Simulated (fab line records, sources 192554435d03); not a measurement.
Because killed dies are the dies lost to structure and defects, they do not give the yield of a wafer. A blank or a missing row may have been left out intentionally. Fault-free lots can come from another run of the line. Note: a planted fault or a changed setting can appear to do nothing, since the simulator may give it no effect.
2 desks, one fault -- flow n5 finfet -- what lay behind the numbers comes last; until then each desk has only its own

## METROLOGY DESK
Means of the sampled wafers that have a number, per lot and without regard to the tool the lot ran on: this is what the gauges read. Any lot whose mean is over 4 standard deviations away from the usual mean is out of limits and marked OUT; that distance is given in the brackets. Shown here are 7 of its 10 readings, the ones lying furthest out on some lot.
Columns: A = DIBL_N at N5_BEOL_M4_RC_MEAS_101, usual 36.4 mV/V; B = IOFF_N at N5_BEOL_M4_RC_MEAS_101, usual 0.154 nA/um; C = ION_N at N5_BEOL_M4_RC_MEAS_101, usual 671 uA/um; D = ION_P at N5_BEOL_M4_RC_MEAS_101, usual 460 uA/um; E = SS_N at N5_BEOL_M4_RC_MEAS_101, usual 71.6 mV/dec; F = SS_P at N5_BEOL_M4_RC_MEAS_101, usual 73.4 mV/dec; G = VT_N at N5_BEOL_M4_RC_MEAS_101, usual 250.9 mV
lot,first seen here,A,B,C,D,E,F,G
L903,day 7 23:53,39.6,0.194,689,469,72.9,74.2,246.4
L904,day 8 04:26,36.5,0.150,675,453,72.1,73.0,252.5
L908,day 9 02:28,36.0,0.142,679,464,71.8,73.2,250.6
L914,day 10 12:47,36.7,0.157,671,458,71.8,73.6,249.6
L917,day 11 21:34,36.0,0.160,684,467,72.0,73.6,248.2
L921,day 12 06:35,37.5,0.167,668,458,72.1,73.3,250.9
L923,day 13 07:52,37.3,0.181,675,460,71.7,73.9,247.0
L926,day 13 17:35,36.9,0.178,677,458,71.6,73.7,247.2
L925,day 13 22:59,35.0,0.136,671,463,71.1,72.5,251.7
This desk found nothing out of limits on any of the 9 lots.

## AT THE TOOL OWNER'S DESK: rie si-05
The tool's own readings at N5_FIN_SAQP_ETCH_65 (etches SiO2 in CF4, target depth 4 nm, time 4.4 s): means of the sampled wafers that have a number, for each lot that ran on this tool. Any lot whose mean is over 4 standard deviations away from the usual mean is out of limits and marked OUT; that distance is given in the brackets.
Columns: A = drypump motor current A at N5_FIN_SAQP_ETCH_65, usual 5.6 A; B = oes product au at N5_FIN_SAQP_ETCH_65, usual 0.997 a.u.; C = throttle valve pct at N5_FIN_SAQP_ETCH_65, usual 21.71 %
lot,first seen here,A,B,C
L914,day 4 21:14,5.6,0.883 (-8.2) OUT,21.57
Finding of this desk: L914 out of limits; the first was L914 at day 4 21:14, on oes product au at N5_FIN_SAQP_ETCH_65. In limits: none.

## PUT TOGETHER
The tool owner's desk had the chance to raise an alarm at day 4 21:14 on L914.
At the metrology desk, nothing out of limits was observed.
The metrology desk holds a record of L914, inside its limits.
N5_FIN_SAQP_ETCH_65 was run on rie si-05 by each of the lots named.

## WHAT WAS PUT IN BY THE SIMULATOR
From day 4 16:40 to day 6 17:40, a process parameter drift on rie si-05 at N5_FIN_SAQP_ETCH_65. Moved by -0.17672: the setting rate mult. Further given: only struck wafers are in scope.
Shown lots that were struck: L914.
Time in hours from fault onset to the first out-of-limits reading at each desk: the tool owner's desk, 5.
